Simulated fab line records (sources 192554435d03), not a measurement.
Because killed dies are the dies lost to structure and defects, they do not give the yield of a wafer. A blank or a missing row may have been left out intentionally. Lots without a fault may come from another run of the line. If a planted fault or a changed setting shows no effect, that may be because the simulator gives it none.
Split-lot study    flow n5Finfet    route with 1938 steps; 7 lots, 21 wafers read

SPLIT DETAILS
At N5_BEOL_M15_ETCH_61 (etches BARC in N2/H2, target depth 89 nm, overetch 26.7 nm, time 67.9 s), the setting timeS was moved away from the recipe's 67.9 s on 8 of the 21 wafers read, by -15.3% to +22.4%. This setting was run at the recipe's value on the other wafers.

The split's own step is where the reading is taken.

THE READING
coat_of_BEOL_M15_COAT_22.thkNm (the simulator's own value, which no gauge read), in nm, at N5_BEOL_M15_ETCH_61 (etches BARC in N2/H2, target depth 89 nm, overetch 26.7 nm, time 67.9 s). There is no usual value for it anywhere in the file. Across the 13 wafers here that went through the recipe, the average is 716.5 nm and the standard deviation 2.4 nm.

wafer   tool, chamber at the split  timeS as run, s  against the recipe  coat_of_BEOL_M15_COAT_22.thkNm, nm  against lot-mates on the recipe
L075.1  rieDiel-05, 2               57.52            -15.3%              725.2                               +12.2
L075.3  rieDiel-05, 3               57.52            -15.3%              726.6                               +13.6
L075.6  rieDiel-05, 2               67.9             recipe              713                                 -
L076.2  rieDiel-01, 0               67.9             recipe              716                                 -
L076.3  rieDiel-01, 3               63.52            -6.5%               721                                 +5.0
L076.6  rieDiel-01, 3               63.52            -6.5%               720.2                               +4.2
L079.2  rieDiel-05, 2               67.9             recipe              717.8                               -
L079.3  rieDiel-05, 3               67.9             recipe              718.2                               -
L079.4  rieDiel-05, 0               67.9             recipe              717                                 -
L083.1  rieDiel-06, 1               83.1             +22.4%              703.2                               -15.0
L083.3  rieDiel-06, 0               67.9             recipe              718.2                               -
L083.5  rieDiel-06, 1               83.1             +22.4%              700.6                               -17.6
L091.3  rieDiel-06, 3               67.9             recipe              715.2                               -
L091.4  rieDiel-06, 0               67.9             recipe              714.8                               -
L091.5  rieDiel-06, 1               67.9             recipe              714.6                               -
L092.4  rieDiel-06, 3               61.24            -9.8%               720                                 +5.7
L092.5  rieDiel-06, 3               67.9             recipe              713.6                               -
L092.6  rieDiel-06, 0               67.9             recipe              715                                 -
L094.2  rieDiel-01, 1               67.9             recipe              719.4                               -
L094.3  rieDiel-01, 2               67.9             recipe              722                                 -
L094.4  rieDiel-01, 0               59.07            -13.0%              725.8                               +5.1

THE FIT
A straight line over all 21 wafers: coat_of_BEOL_M15_COAT_22.thkNm changes by -0.634 nm for each +1% of timeS; r = -0.94; the points scatter about the line by 2.2 nm.
The same after taking each lot's own level away (the mean of its wafers on the recipe; 21 wafers): -0.719 nm for each +1%; r = -0.98; scatter 1.4 nm.
The reading moves by 16 nm for the largest change in timeS, on that fit.
Measured against the standard deviation above, the lots' own levels, which go from 713.00 to 720.70 nm, span 3.1 times it.
In other words, the slope is changed by the lot-to-lot level; the two fits disagree.
Check: -16.9 nm against its lot-mates is what the line predicts for one of the wafers moved furthest among these (+22.4%) when that wafer is left out of the fit. It came out at -15 nm against them.

FURTHER SPLITS ON THESE WAFERS
Before the reading, these wafers also passed through other splits. Each is held against what the fit with the lots' levels taken away leaves over:
other split on the same wafers  wafers away from the commonest value  r with coat_of_BEOL_M15_COAT_22.thkNm (lot level and that fit taken away)
N5_BEOL_M10_COAT_22 spinRpm     3                                     +0.02
N5_BEOL_M11_COAT_64 spinRpm     4                                     -0.05
N5_BEOL_M12_COAT_04 spinRpm     6                                     -0.31
N5_BEOL_M12_ETCH_59 h2FlowSccm  5                                     -0.34
N5_BEOL_M13_SPUTTER_43 timeS    6                                     -0.26
N5_BEOL_M15_COAT_04 spinRpm     11                                    +0.18

THE FILE'S OWN FIT
coat_of_BEOL_M15_COAT_22.thkNm changes by -0.685 nm for each +1% of timeS, r = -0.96.
